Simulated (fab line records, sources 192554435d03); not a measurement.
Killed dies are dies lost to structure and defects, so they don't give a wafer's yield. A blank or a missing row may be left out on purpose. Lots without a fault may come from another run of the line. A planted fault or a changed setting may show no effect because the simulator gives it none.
Split-lot experiment | flow n5_finfet | 7 lots, 21 wafers read, on a route of 1938 steps

THE SPLIT
At N5_BEOL_M0_SAQP_COAT_08 (resist thk 90 nm), the setting spin_rpm was moved away from the recipe's 1500 rpm on 9 of the 21 wafers read, by -11.1% to +10.5%. The other wafers ran this setting at the recipe's value.

FROM THE SPLIT TO THE READING: what the file shows between them, 1 step
- N5_BEOL_M0_SAQP_DEVELOP_13: develop time 30 s (also split here: develop_time_s)

THE READING
CAR-ArF_of_BEOL_M0_SAQP_COAT_08.thk_nm (the simulator's own value, which no gauge read), in nm, at N5_BEOL_M0_SAQP_DESCUM_19 (chemistry O2, time 7.9 s). The file gives no usual value for it. The 12 wafers here that ran the recipe average 83.5 nm, standard deviation 0.26 nm.

wafer  | tool, chamber at the split | spin_rpm as run, rpm | against the recipe | CAR-ArF_of_BEOL_M0_SAQP_COAT_08.thk_nm, nm | against lot-mates on the recipe
L080.1 | litho_track-02, 0          | 1500                 | recipe             | 83.2                                       | -
L080.2 | litho_track-02, 0          | 1554                 | +3.6%              | 81.8                                       | -1.4
L080.4 | litho_track-02, 0          | 1554                 | +3.6%              | 81.8                                       | -1.4
L087.1 | litho_track-05, 0          | 1500                 | recipe             | 83.6                                       | -
L087.5 | litho_track-05, 0          | 1500                 | recipe             | 83.8                                       | -
L087.6 | litho_track-05, 0          | 1500                 | recipe             | 83.8                                       | -
L089.1 | litho_track-02, 0          | 1450                 | -3.3%              | 84.4                                       | +1.2
L089.3 | litho_track-02, 0          | 1500                 | recipe             | 83.2                                       | -
L089.4 | litho_track-02, 0          | 1450                 | -3.3%              | 85                                         | +1.8
L091.1 | litho_track-02, 0          | 1658                 | +10.5%             | 79.4                                       | -4.2
L091.3 | litho_track-02, 0          | 1500                 | recipe             | 83.6                                       | -
L091.5 | litho_track-02, 0          | 1658                 | +10.5%             | 79.2                                       | -4.4
L092.3 | litho_track-02, 0          | 1500                 | recipe             | 84                                         | -
L092.4 | litho_track-02, 0          | 1500                 | recipe             | 83.6                                       | -
L092.5 | litho_track-02, 0          | 1500                 | recipe             | 83.4                                       | -
L093.1 | litho_track-01, 0          | 1406                 | -6.3%              | 86.4                                       | +2.8
L093.2 | litho_track-01, 0          | 1500                 | recipe             | 83.6                                       | -
L093.5 | litho_track-01, 0          | 1406                 | -6.3%              | 86.8                                       | +3.2
L095.2 | litho_track-02, 0          | 1334                 | -11.1%             | 88.8                                       | +5.6
L095.3 | litho_track-02, 0          | 1500                 | recipe             | 83.2                                       | -
L095.6 | litho_track-02, 0          | 1500                 | recipe             | 83.2                                       | -

THE FIT
A straight line over all 21 wafers: CAR-ArF_of_BEOL_M0_SAQP_COAT_08.thk_nm changes by -0.438 nm for each +1% of spin_rpm; r = -0.99; the points scatter about the line by 0.32 nm.
The same after taking each lot's own level away (the mean of its wafers on the recipe; 21 wafers): -0.446 nm for each +1%; r = -0.99; scatter 0.25 nm.
On that fit, the largest move of spin_rpm shifts the reading by 4.9 nm.
The lots' own levels span 83.20 to 83.73 nm, that is 2.0 times the standard deviation above.
So the lot-to-lot level changes the slope little: the two slopes agree.
Check: with one of the wafers moved furthest among these (-11.1%) left out of the fit, the line predicts +4.8 nm for it against its lot-mates. It came out at +5.6 nm against them.

OTHER SPLITS ON THESE WAFERS
These wafers also went through other splits before the reading. Each is held against what the fit with the lots' levels taken away leaves over:
other split on the same wafers            | wafers away from the commonest value | r with CAR-ArF_of_BEOL_M0_SAQP_COAT_08.thk_nm (lot level and that fit taken away)
N5_GATE_CUT_DESCUM_18 time_s              | 6                                    | -0.33
N5_MOL_CONTACT_COAG_ALD_27 time_s         | 10                                   | -0.34
N5_MOL_CONTACT_COAG_PECVD_31 time_s       | 9                                    | +0.13
N5_MOL_CONTACT_COAG_COAT_64 spin_rpm      | 6                                    | +0.03
N5_MOL_CONTACT_COAG_EXPOSE_37 dose_mj     | 8                                    | +0.03
N5_BEOL_M0_SAQP_DEVELOP_13 develop_time_s | 8                                    | -0.03

THE WHOLE CHAIN: every reading that the file lists as answering this split, in the file's order
step                      | what it does             | reading                                                                                 | change (the file's fit)               | r (the file's)
N5_BEOL_M0_SAQP_COAT_08   | resist thk 90 nm         | CAR-ArF_of_BEOL_M0_SAQP_COAT_08.thk_nm (the simulator's own value, which no gauge read) | -0.469 nm for each +1% of the setting | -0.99
N5_BEOL_M0_SAQP_DESCUM_19 | chemistry O2, time 7.9 s | CAR-ArF_of_BEOL_M0_SAQP_COAT_08.thk_nm (the simulator's own value, which no gauge read) | -0.459 nm for each +1% of the setting | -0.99

THE FILE'S OWN FIT
CAR-ArF_of_BEOL_M0_SAQP_COAT_08.thk_nm changes by -0.459 nm for each +1% of spin_rpm, r = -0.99.
